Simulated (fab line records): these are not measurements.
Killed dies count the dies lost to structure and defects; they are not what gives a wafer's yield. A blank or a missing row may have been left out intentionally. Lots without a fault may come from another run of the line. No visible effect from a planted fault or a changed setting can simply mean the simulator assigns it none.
fab line records	flow nand_harc
record lots=12	wafers=36	last_day=33
route steps=1302 shown THIN_TSV@1269 END@1302
lots that met no fault: taken from a fault-free run of the same line
start_h: hours from the record's first day to the start of the lot's first wafer shown	wait_h: hours from the lot's prior step to this one	" identical to the entry in the row above	L1.1+2: a row that stands for several wafers	- no value, or no start was given	* or withheld: withheld	< > ~ a bound
route shown NAME@n: NAME is a module with steps in the file, n the number in the route of the first one	usual: average and standard deviation across the fault-free wafers	same: alike in all rows	chamber/n: place in a boat	sites: readings site by site	_std_site: the values' standard deviation	_edge_site: mean of outer sites minus mean of inner sites	radius_mm: how far each site lies from the wafer's centre	mask NAME#n: copy n	behind: tool/chamber where the wafer was last shaped	hold: the reason the lot was held/the length of the hold in hours/how it ended	device: transistor that didn't switch, given as n, p or np	end of line: the same wafers' tests at the end of the route	a step with no rows: only its recipe	killed: dies lost to structure and defects at the first sort, not the wafer's yield	map: the dies of a wafer, with x for killed, . for not killed, _ for no die there
set.NAME: the setting the step ran with; set.NAME@STEP: the setting that earlier step ran with	model.NAME: the simulator's own value behind a step, which no gauge read
steps of the route over a sample of lots; a table a step, a row a wafer
services: when a tool's chamber went out of use (start_h, in hours from the record's first day, below 0 if earlier), for how many hours, and the reason
## steps
# step NHARC_THIN_TSV_STRIP_62
# recipe power_w=1500	temp_c=250	time_s=20	chemistry=N2/H2
# usual drypump_motor_current_A=5.86/0.25	heater_power_w=362/31
lot.wafer	tool	chamber	start_h	wait_h	drypump_motor_current_A	heater_power_w	rf_hours_counter_h
L692.1	plasma_asher-01	0	561.53	-	5.67	347	6
L692.3	"	0	"	"	5.66	346	-
L692.5	"	0	"	"	5.65	354	-
L694.1	plasma_asher-01	1	569.08	-	5.53	326	7
L694.2	"	0	"	"	5.69	347	7
L694.4	"	1	"	"	5.55	318	-
L693.2	plasma_asher-01	1	586.32	-	5.51	329	11
L693.1	"	0	"	"	5.67	350	11
L693.6	"	1	"	"	5.51	324	-
L696.2	plasma_asher-02	1	604.01	-	6.12	392	39
L696.4	"	0	"	"	6.05	414	-
L696.5	"	1	"	"	6.11	387	-
L695.2	plasma_asher-01	1	611.23	-	5.50	323	15
L695.4	"	1	"	"	5.51	320	-
L695.3	"	0	"	"	5.66	346	-
L698.2	plasma_asher-02	1	626.35	-	6.10	396	4
L698.6	"	0	"	"	6.10	365	-
L698.5	"	1	"	"	6.13	402	-
L700.1	plasma_asher-01	0	643.21	-	5.66	354	22
L700.4	"	1	"	"	5.53	328	-
L700.6	"	1	"	"	5.53	323	-
L702.2	plasma_asher-02	0	654.42	-	6.07	368	9
L702.1	"	1	"	"	6.08	396	9
L702.3	"	1	"	"	6.08	397	-
L709.2	plasma_asher-02	1	749.59	-	6.12	400	30
L709.3	"	1	"	"	6.11	397	-
L709.6	"	1	"	"	6.09	407	-
L708.1	plasma_asher-02	0	750.57	0.4	6.05	364	30
L708.3	"	0	"	"	6.06	366	-
L708.4	"	1	"	"	6.09	400	-
L711.2	plasma_asher-01	1	759.05	0.5	5.53	308	11
L711.3	"	1	"	"	5.53	303	-
L711.6	"	0	"	"	5.68	330	-
L712.4	plasma_asher-02	0	766.33	-	6.06	363	-
L712.3	"	1	"	"	6.11	401	-
L712.6	"	0	"	"	6.09	370	-
# step NHARC_THIN_TSV_DEGAS_49
# recipe temp_c=300	time_s=120
# usual heater_power_w=464/33
lot.wafer	tool	chamber	start_h	wait_h	heater_power_w
L692.3	pvd_sputter-03	-	561.70	0.1	484
L692.1	"	-	"	"	516
L692.5	"	-	"	"	445
L694.4	pvd_sputter-01	-	569.27	0.1	514
L694.2	"	-	"	"	475
L694.1	"	-	"	"	415
L693.1	pvd_sputter-01	-	586.49	0.1	419
L693.2	"	-	"	"	454
L693.6	"	-	"	"	412
L696.4	pvd_sputter-02	-	604.19	0.1	511
L696.2	"	-	"	"	439
L696.5	"	-	"	"	506
L695.3	pvd_sputter-03	-	611.40	0.1	506
L695.4	"	-	"	"	436
L695.2	"	-	"	"	496
L698.2	pvd_sputter-03	-	626.49	0.1	487
L698.6	"	-	"	"	519
L698.5	"	-	"	"	442
L700.1	pvd_sputter-03	-	643.40	0.2	507
L700.4	"	-	"	"	452
L700.6	"	-	"	"	492
L702.2	pvd_sputter-02	-	654.59	0.1	435
L702.3	"	-	"	"	446
L702.1	"	-	"	"	515
L709.3	pvd_sputter-01	-	749.75	0.1	398
L709.2	"	-	"	"	457
L709.6	"	-	"	"	444
L708.1	pvd_sputter-02	-	750.75	0.2	476
L708.3	"	-	"	"	430
L708.4	"	-	"	"	462
L711.2	pvd_sputter-01	-	759.22	0.1	397
L711.3	"	-	"	"	486
L711.6	"	-	"	"	408
L712.3	pvd_sputter-03	-	766.45	0.1	437
L712.4	"	-	"	"	529
L712.6	"	-	"	"	438
# step NHARC_THIN_TSV_PRE_CLEAN_54
# recipe time_s=30	temp_c=280	gas=H2/He
# usual heater_power_w=407/29
lot.wafer	tool	chamber	start_h	wait_h	heater_power_w
L692.3	pvd_sputter-02	-	563.75	0.1	427
L692.1	"	-	"	"	369
L692.5	"	-	"	"	442
L694.2	pvd_sputter-03	-	571.35	0.1	391
L694.4	"	-	"	"	436
L694.1	"	-	"	"	446
L693.1	pvd_sputter-02	-	588.57	0.1	443
L693.2	"	-	"	"	367
L693.6	"	-	"	"	442
L696.4	pvd_sputter-03	-	606.27	0.1	424
L696.2	"	-	"	"	432
L696.5	"	-	"	"	391
L695.3	pvd_sputter-01	-	613.46	0.1	392
L695.2	"	-	"	"	385
L695.4	"	-	"	"	423
L698.2	pvd_sputter-03	-	628.57	0.1	452
L698.5	"	-	"	"	440
L698.6	"	-	"	"	427
L700.1	pvd_sputter-02	-	645.46	0.0	393
L700.4	"	-	"	"	447
L700.6	"	-	"	"	456
L702.2	pvd_sputter-03	-	656.68	0.1	383
L702.3	"	-	"	"	425
L702.1	"	-	"	"	423
L709.2	pvd_sputter-03	-	752.09	0.0	424
L709.3	"	-	"	"	383
L709.6	"	-	"	"	437
L708.4	pvd_sputter-02	-	753.04	0.1	407
L708.1	"	-	"	"	427
L708.3	"	-	"	"	376
L711.3	pvd_sputter-01	-	761.31	0.1	392
L711.2	"	-	"	"	430
L711.6	"	-	"	"	394
L712.4	pvd_sputter-02	-	768.52	0.1	417
L712.3	"	-	"	"	419
L712.6	"	-	"	"	399
# step NHARC_THIN_TSV_ETCH_59
# recipe target_depth_a=8800	icp_w=900	bias_w=100	Cl2_flow_sccm=60	bcl3_flow_sccm=30	time_s=138.1	chemistry=Cl2/BCl3
# usual drypump_motor_current_A=5.7/0.5	oes_product_au=0.993/0.015	throttle_valve_pct=22.265/0.0094
lot.wafer	tool	chamber	start_h	wait_h	drypump_motor_current_A	oes_product_au	rf_hours_counter_h	throttle_valve_pct
L692.1	rie_metal-02	1	565.01	0.1	5.7	1.006	1.7	22.270
L692.3	"	0	"	"	6.6	1.006	-	22.275
L692.5	"	0	"	"	6.6	1.011	-	22.256
L694.2	rie_metal-03	0	572.60	0.1	5.1	1.020	0.7	22.238
L694.1	"	1	"	"	5.2	0.986	0.7	22.265
L694.4	"	0	"	"	5.1	1.034	-	22.265
L693.2	rie_metal-02	0	589.95	0.1	6.6	0.996	2.3	22.278
L693.1	"	1	"	"	5.7	0.993	2.2	22.273
L693.6	"	0	"	"	6.6	1.003	-	22.260
L696.2	rie_metal-01	1	607.64	0.1	5.7	0.991	0.3	22.265
L696.4	"	1	"	"	5.6	0.987	-	22.268
L696.5	"	0	"	"	5.7	0.958	-	22.272
L695.2	rie_metal-03	1	614.69	0.1	5.1	0.994	1.3	22.259
L695.4	"	1	"	"	5.1	0.994	-	22.282
L695.3	"	0	"	"	5.1	1.031	-	22.265
L698.2	rie_metal-03	1	629.94	0.1	5.1	0.983	1.7	22.272
L698.5	"	0	"	"	5.1	1.010	-	22.248
L698.6	"	1	"	"	5.1	0.987	-	22.255
L700.1	rie_metal-02	1	646.82	0.1	5.7	1.001	0.0	22.267
L700.4	"	0	"	"	6.6	1.000	-	22.282
L700.6	"	0	"	"	6.6	1.000	-	22.270
L702.1	rie_metal-03	1	658.02	0.1	5.1	0.999	2.0	22.269
L702.2	"	0	"	"	5.1	1.012	2.0	22.270
L702.3	"	0	"	"	5.1	1.012	-	22.282
L709.2	rie_metal-02	1	753.32	0.1	5.7	0.988	1.8	22.275
L709.3	"	0	"	"	6.6	0.918	-	22.268
L709.6	"	0	"	"	6.6	0.922	-	22.255
L708.1	rie_metal-02	0	754.50	0.2	6.6	0.925	2.1	22.247
L708.4	"	1	"	"	5.7	0.976	-	22.261
L708.3	"	0	"	"	6.6	0.920	-	22.276
L711.2	rie_metal-01	0	762.67	0.1	5.7	0.984	0.0	22.256
L711.3	"	0	"	"	5.7	0.973	-	22.253
L711.6	"	0	"	"	5.7	0.988	-	22.268
L712.4	rie_metal-01	0	769.93	0.2	5.7	0.978	-	22.264
L712.3	"	1	"	"	5.7	0.991	-	22.269
L712.6	"	0	"	"	5.7	0.966	-	22.240
# step NHARC_END_SORT_01
# recipe temp_c=25
# usual defect_limited_yield=91.5/2.5	killed_at_array=52/17	killed_at_other=1.2/1.4	killed_at_periphery=4.7/2.9	killed_dies=58/17	killed_open=3.2/1.9	killed_short=2.4/1.4	sort_bin_2_pct=3.0/1.1	sort_bin_3_pct=0.6/0.37	sort_bin_4_pct=4.8/1.4	sort_n_pass=619/17	sort_rim_yield_pct=90/4.9	sort_yield_pct=91.5/2.5
# same gross_dies=677	sort_bin_5_pct[%]=0	sort_bin_6_pct[%]=0	sort_bin_7_pct[%]=0	sort_bin_8_pct[%]=0	sort_rim_n_gross=106.00
lot.wafer	tool	chamber	start_h	wait_h	defect_limited_yield[%]	killed_at_array	killed_at_other	killed_at_periphery	killed_dies	killed_open	killed_short	sort_bin_2_pct[%]	sort_bin_3_pct[%]	sort_bin_4_pct[%]	sort_n_pass	sort_rim_yield_pct[%]	sort_yield_pct[%]
L694.1	prober-01	0	583.70	2.5	89.7	63	0	7	70	5	1	4.4	0.6	5.3	607	82	89.7
L694.2	prober-01	0	584.48	2.8	90.4	61	2	2	65	2	2	2.2	0.9	6.5	612	92	90.4
L694.4	prober-01	0	586.05	3.4	90.7	56	3	4	63	5	0	3.7	0.1	5.5	614	88	90.7
L693.1	prober-02	0	598.72	2.5	88.6	73	2	2	77	2	1	4.7	0.6	6.1	600	93	88.6
L693.2	prober-02	0	599.51	2.8	93.8	41	0	1	42	2	3	3.2	0.1	2.8	635	87	93.8
L693.6	prober-02	0	602.67	3.9	92.6	47	1	2	50	3	4	2.5	1.2	3.7	627	83	92.6
L696.2	prober-01	0	617.23	2.8	93.1	44	0	3	47	4	2	2.8	0.6	3.5	630	92	93.1
L696.4	prober-01	0	618.85	3.4	93.2	40	2	4	46	2	3	2.2	0.9	3.7	631	90	93.2
L696.5	prober-01	0	619.66	3.7	92.0	50	1	3	54	2	2	1.8	0.1	6.1	623	91	92.0
L698.2	prober-02	0	643.63	2.8	89.5	69	0	2	71	2	1	4.0	1.3	5.2	606	90	89.5
L698.5	prober-02	0	646.03	3.7	87.1	81	0	6	87	8	3	5.5	1.3	6.1	590	75	87.1
L698.6	prober-02	0	646.83	4.0	90.4	63	0	2	65	1	2	4.0	1.2	4.4	612	89	90.4
L700.1	prober-01	0	655.59	2.5	90.7	51	3	9	63	3	1	3.0	0.6	5.8	614	94	90.7
L700.4	prober-01	0	657.97	3.4	92.6	39	2	9	50	3	3	2.1	0.6	4.7	627	89	92.6
L700.6	prober-01	0	659.57	4.0	88.5	67	0	11	78	7	4	2.5	0.7	8.3	599	92	88.5
L702.1	prober-02	0	668.52	2.5	93.4	40	2	3	45	2	3	2.4	0.4	3.8	632	92	93.4
L702.2	prober-02	0	669.32	2.8	93.6	41	0	2	43	3	2	1.5	0.1	4.7	634	94	93.6
L702.3	prober-02	0	670.11	3.1	93.1	42	0	5	47	1	2	2.7	0.3	4.0	630	97	93.1
L709.2	prober-01	0	762.85	2.8	90.5	56	4	4	64	1	5	4.4	0.7	4.3	613	97	90.5
L709.3	prober-01	0	763.66	3.1	1.2	64	596	9	669	2	2	3.8	88.9	6.1	8	0	1.2
L709.6	prober-01	0	766.08	4.0	0.9	72	596	3	671	3	2	4.4	89.1	5.6	6	1	0.9
L708.1	prober-02	0	764.96	2.5	0.9	37	630	4	671	3	3	1.8	93.4	4.0	6	2	0.9
L708.3	prober-02	0	766.54	3.1	2.4	25	628	8	661	1	3	1.2	93.4	3.1	16	0	2.4
L708.4	prober-02	0	767.33	3.4	93.4	34	3	8	45	2	2	1.9	0.3	4.4	632	97	93.4
L711.2	prober-02	0	773.68	2.8	93.1	45	0	2	47	1	1	1.8	0.1	5.0	630	87	93.1
L711.3	prober-02	0	774.48	3.1	92.8	39	2	8	49	6	3	1.8	0.4	5.0	628	93	92.8
L711.6	prober-02	0	776.88	4.0	95.0	27	5	2	34	1	1	1.3	0.1	3.5	643	93	95.0
# killed by level:class
L694.1 A_CHANNEL_HOLE_D1:chamber_film_flake=31 A_SLIT:chamber_film_flake=16 A_CONTACT:chamber_film_flake=5 A_CHANNEL_HOLE_D2:chamber_film_flake=4 P_CONTACT:chamber_film_flake=3 P_CONTACT:geometric_particle:open=2 A_ONON_D2:geometric_particle:open=2 P_ZERO_WELL:chamber_film_flake=2
L694.2 A_SLIT:chamber_film_flake=25 A_CHANNEL_HOLE_D1:chamber_film_flake=16 A_CHANNEL_HOLE_D2:chamber_film_flake=7 A_CONTACT:chamber_film_flake=5 P_CONTACT:chamber_film_flake=2 A_STAIRCASE:chamber_film_flake=2 THIN_TSV:chamber_film_flake=2 A_CHANNEL_FILL_D1:geometric_particle:open=1
L694.4 A_SLIT:chamber_film_flake=23 A_CHANNEL_HOLE_D1:chamber_film_flake=19 A_CHANNEL_HOLE_D2:chamber_film_flake=5 A_CONTACT:chamber_film_flake=3 THIN_TSV:chamber_film_flake=3 P_M2:chamber_film_flake=2 P_GATE:geometric_particle:open=1 A_DECK1_JOINT:geometric_particle:open=1
L693.1 A_SLIT:chamber_film_flake=35 A_CHANNEL_HOLE_D2:chamber_film_flake=26 A_STAIRCASE:chamber_film_flake=4 A_CONTACT:chamber_film_flake=3 P_M2:chamber_film_flake=2 THIN_TSV:chamber_film_flake=2 A_CHANNEL_FILL_D1:geometric_particle:open=1 A_ONON_D2:geometric_particle:open=1
L693.2 A_SLIT:chamber_film_flake=17 A_CHANNEL_HOLE_D2:chamber_film_flake=14 A_CHANNEL_FILL_D1:geometric_particle:open=1 A_DECK1_JOINT:geometric_particle:short=1 A_CHANNEL_FILL_D2:geometric_particle:short=1 A_CONTACT:geometric_particle:open=1 A_BLC:geometric_particle:short=1 P_CONTACT:chamber_film_flake=1
L693.6 A_CHANNEL_HOLE_D2:chamber_film_flake=15 A_SLIT:chamber_film_flake=15 A_STAIRCASE:chamber_film_flake=7 A_CHANNEL_FILL_D1:geometric_particle:short=2 A_CHANNEL_HOLE_D1:chamber_film_flake=2 P_GATE:geometric_particle:short=1 A_CHANNEL_FILL_D1:geometric_particle:open=1 A_ONON_D2:geometric_particle:open=1
L696.2 A_CHANNEL_HOLE_D1:chamber_film_flake=15 A_CHANNEL_HOLE_D2:chamber_film_flake=13 A_CONTACT:chamber_film_flake=4 A_STAIRCASE:chamber_film_flake=2 A_WL_FILL:chamber_film_flake=2 A_M1:chamber_film_flake=2 P_STI:geometric_particle:open=1 P_M0:geometric_particle:open=1
L696.4 A_CHANNEL_HOLE_D1:chamber_film_flake=15 A_CHANNEL_HOLE_D2:chamber_film_flake=6 A_CONTACT:chamber_film_flake=5 A_CHANNEL_FILL_D1:chamber_film_flake=3 P_GATE:chamber_film_flake=3 A_M1:chamber_film_flake=3 A_CHANNEL_FILL_D2:geometric_particle:open=2 THIN_TSV:chamber_film_flake=2
L696.5 A_CHANNEL_HOLE_D1:chamber_film_flake=28 A_CHANNEL_HOLE_D2:chamber_film_flake=9 A_CONTACT:chamber_film_flake=5 A_M1:chamber_film_flake=3 P_ZERO_WELL:chamber_film_flake=2 A_CHANNEL_FILL_D2:geometric_particle:short=1 A_STAIRCASE:geometric_particle:open=1 A_STAIRCASE:geometric_particle:short=1
L698.2 A_SLIT:chamber_film_flake=30 A_CHANNEL_HOLE_D2:chamber_film_flake=15 A_CHANNEL_HOLE_D1:chamber_film_flake=14 A_DECK1_JOINT:chamber_film_flake=2 A_STAIRCASE:chamber_film_flake=2 A_WL_FILL:chamber_film_flake=2 P_CONTACT:geometric_particle:open=1 A_DECK1_JOINT:geometric_particle:open=1
L698.5 A_SLIT:chamber_film_flake=23 A_CHANNEL_HOLE_D2:chamber_film_flake=22 A_CHANNEL_HOLE_D1:chamber_film_flake=22 P_M0:geometric_particle:open=3 A_CONTACT:chamber_film_flake=3 A_M0:geometric_particle:short=2 A_M0:geometric_particle:open=2 A_CHANNEL_FILL_D2:chamber_film_flake=2
L698.6 A_SLIT:chamber_film_flake=32 A_CHANNEL_HOLE_D2:chamber_film_flake=13 A_CHANNEL_HOLE_D1:chamber_film_flake=12 P_GATE:chamber_film_flake=2 A_CONTACT:chamber_film_flake=2 A_ONON_D2:geometric_particle:short=1 A_CHANNEL_FILL_D2:geometric_particle:open=1 A_WL_FILL:geometric_particle:short=1
L700.1 A_SLIT:chamber_film_flake=31 A_CONTACT:chamber_film_flake=9 P_GATE:chamber_film_flake=7 A_CHANNEL_HOLE_D1:chamber_film_flake=4 THIN_TSV:chamber_film_flake=3 P_M1:geometric_particle:short=1 A_CHANNEL_FILL_D1:geometric_particle:open=1 A_DECK1_JOINT:geometric_particle:open=1
L700.4 A_SLIT:chamber_film_flake=21 P_GATE:chamber_film_flake=9 A_CONTACT:chamber_film_flake=6 A_CHANNEL_HOLE_D1:chamber_film_flake=4 A_ONON_D1:geometric_particle:open=2 A_CHANNEL_FILL_D2:geometric_particle:short=2 THIN_TSV:chamber_film_flake=2 A_SGD_CUT:geometric_particle:short=1
L700.6 A_SLIT:chamber_film_flake=38 A_CONTACT:chamber_film_flake=10 P_GATE:chamber_film_flake=7 A_CHANNEL_HOLE_D1:chamber_film_flake=4 A_CHANNEL_FILL_D2:geometric_particle:open=2 A_M0:geometric_particle:open=2 P_STI:chamber_film_flake=2 P_M0:geometric_particle:open=1
L702.1 A_CHANNEL_HOLE_D2:chamber_film_flake=14 A_CONTACT:chamber_film_flake=9 A_WL_FILL:chamber_film_flake=5 A_CHANNEL_HOLE_D1:chamber_film_flake=4 A_STAIRCASE:chamber_film_flake=2 A_SLIT:chamber_film_flake=2 THIN_TSV:chamber_film_flake=2 P_CONTACT:geometric_particle:short=1
L702.2 A_CHANNEL_HOLE_D2:chamber_film_flake=15 A_CHANNEL_HOLE_D1:chamber_film_flake=8 A_STAIRCASE:chamber_film_flake=3 A_SLIT:chamber_film_flake=3 A_WL_FILL:chamber_film_flake=3 A_CONTACT:chamber_film_flake=3 P_GATE:geometric_particle:open=1 P_M0:geometric_particle:open=1
L702.3 A_CHANNEL_HOLE_D2:chamber_film_flake=13 A_CONTACT:chamber_film_flake=10 A_CHANNEL_HOLE_D1:chamber_film_flake=9 A_WL_FILL:chamber_film_flake=5 P_CONTACT:chamber_film_flake=2 P_STI:chamber_film_flake=2 A_SLIT:chamber_film_flake=2 A_CHANNEL_FILL_D2:geometric_particle:short=1
L709.2 A_SLIT:chamber_film_flake=23 A_CHANNEL_HOLE_D2:chamber_film_flake=14 A_CHANNEL_HOLE_D1:chamber_film_flake=8 A_STAIRCASE:chamber_film_flake=5 THIN_TSV:chamber_film_flake=3 A_CHANNEL_FILL_D1:chamber_film_flake=2 P_CONTACT:geometric_particle:short=1 P_CONTACT:geometric_particle:open=1
L709.3 THIN_TSV:area_etch=595 A_SLIT:chamber_film_flake=25 A_CHANNEL_HOLE_D2:chamber_film_flake=18 A_STAIRCASE:chamber_film_flake=7 A_CHANNEL_HOLE_D1:chamber_film_flake=6 P_BONDPAD:chamber_film_flake=3 P_STI:chamber_film_flake=2 A_ZERO_WELL:chamber_film_flake=2
L708.1 THIN_TSV:area_etch=630 A_CHANNEL_HOLE_D1:chamber_film_flake=12 A_CONTACT:chamber_film_flake=10 A_SLIT:chamber_film_flake=4 A_WL_FILL:chamber_film_flake=4 P_BONDPAD:chamber_film_flake=3 A_ONON_D1:geometric_particle:open=2 A_STAIRCASE:chamber_film_flake=2
L709.6 THIN_TSV:area_etch=595 A_SLIT:chamber_film_flake=27 A_CHANNEL_HOLE_D2:chamber_film_flake=21 A_CHANNEL_HOLE_D1:chamber_film_flake=10 A_STAIRCASE:chamber_film_flake=4 A_WL_FILL:geometric_particle:short=2 P_ZERO_WELL:chamber_film_flake=2 A_ZERO_WELL:chamber_film_flake=2
L708.3 THIN_TSV:area_etch=627 A_CHANNEL_HOLE_D1:chamber_film_flake=12 A_CONTACT:chamber_film_flake=6 P_BONDPAD:chamber_film_flake=5 A_SLIT:chamber_film_flake=3 P_M0:geometric_particle:short=1 A_CHANNEL_FILL_D1:geometric_particle:open=1 A_ONON_D2:geometric_particle:short=1
L708.4 A_CHANNEL_HOLE_D1:chamber_film_flake=13 P_BONDPAD:chamber_film_flake=6 A_SLIT:chamber_film_flake=6 A_CONTACT:chamber_film_flake=5 A_ZERO_WELL:chamber_film_flake=2 A_DECK1_JOINT:chamber_film_flake=2 A_STAIRCASE:chamber_film_flake=2 A_WL_FILL:chamber_film_flake=2
L711.2 A_CHANNEL_HOLE_D1:chamber_film_flake=18 A_SLIT:chamber_film_flake=13 A_M1:chamber_film_flake=6 A_STAIRCASE:chamber_film_flake=4 A_DECK1_JOINT:chamber_film_flake=2 A_DECK1_JOINT:geometric_particle:short=1 A_WL_FILL:geometric_particle:open=1 P_STI:chamber_film_flake=1
L711.3 A_CHANNEL_HOLE_D1:chamber_film_flake=23 A_STAIRCASE:chamber_film_flake=4 A_SLIT:chamber_film_flake=4 P_CONTACT:geometric_particle:open=2 P_M2:chamber_film_flake=2 A_CONTACT:chamber_film_flake=2 THIN_TSV:chamber_film_flake=2 P_CONTACT:geometric_particle:short=1
L711.6 A_CHANNEL_HOLE_D1:chamber_film_flake=12 A_SLIT:chamber_film_flake=4 THIN_TSV:chamber_film_flake=4 A_CONTACT:chamber_film_flake=3 A_M1:chamber_film_flake=3 A_STAIRCASE:chamber_film_flake=2 P_STI:geometric_particle:short=1 A_M0:geometric_particle:open=1
## services
tool	chamber	start_h	hours	kind
pvd_sputter-02	-	538.09	5.6	repair
plasma_asher-01	-	542.52	3.2	repair
pvd_sputter-01	-	559.20	3.8	repair
rie_metal-02	-	559.37	0.7	repair
rie_metal-01	-	575.00	9.0	pm
pvd_sputter-01	-	590.41	10.0	pm
plasma_asher-02	-	604.15	9.0	pm
plasma_asher-02	0	604.15	9.0	vent_cycle
plasma_asher-02	1	604.15	9.0	vent_cycle
plasma_asher-02	0	613.15	-	clean
plasma_asher-02	1	613.15	-	clean
pvd_sputter-01	-	619.70	1.6	repair
rie_metal-02	-	631.00	9.0	pm
plasma_asher-01	-	633.36	6.5	repair
pvd_sputter-02	-	656.25	10.0	pm
plasma_asher-01	-	686.91	1.7	repair
pvd_sputter-03	-	689.77	6.9	repair
rie_metal-03	-	696.00	9.0	pm
plasma_asher-01	-	696.07	9.0	pm
pvd_sputter-03	-	705.10	10.0	pm
rie_metal-01	1	715.91	5.6	repair
pvd_sputter-02	-	718.56	2.4	repair
rie_metal-01	-	752.00	9.0	pm
pvd_sputter-01	-	768.41	10.0	pm
## key
first_sign step=NHARC_THIN_TSV_ETCH_59	reading=oes_product_au	direction=down	sigmas=4.9	usual=0.993	struck=0.921
effect step=NHARC_END_SORT_01	reading=killed_at_other	direction=up	sigmas=99+	usual=1.2	struck=612.5
more_kills_born_at NHARC_THIN_TSV_ETCH_59@rie_metal-02=2447
met_at NHARC_THIN_TSV_ETCH_59
struck_lots L708,L709
struck_wafers L708.1,L708.3,L709.3,L709.6
later_rows_left_out L708.1,L708.3,L709.3,L709.6
not_acting_at NHARC_THIN_TSV_STRIP_62,NHARC_THIN_TSV_DEGAS_49,NHARC_THIN_TSV_PRE_CLEAN_54
onset_between 646.82 753.32
fault kind=process_parameter_drift	tool=rie_metal-02	chamber=0	onset_h=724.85	steps=NHARC_THIN_TSV_ETCH_59	channel=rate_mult	offset=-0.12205	shape=step	end_h=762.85
# later_rows_left_out: the simulator's readings of these wafers behind a module that went badly wrong aren't trusted and aren't shown, but for the sort
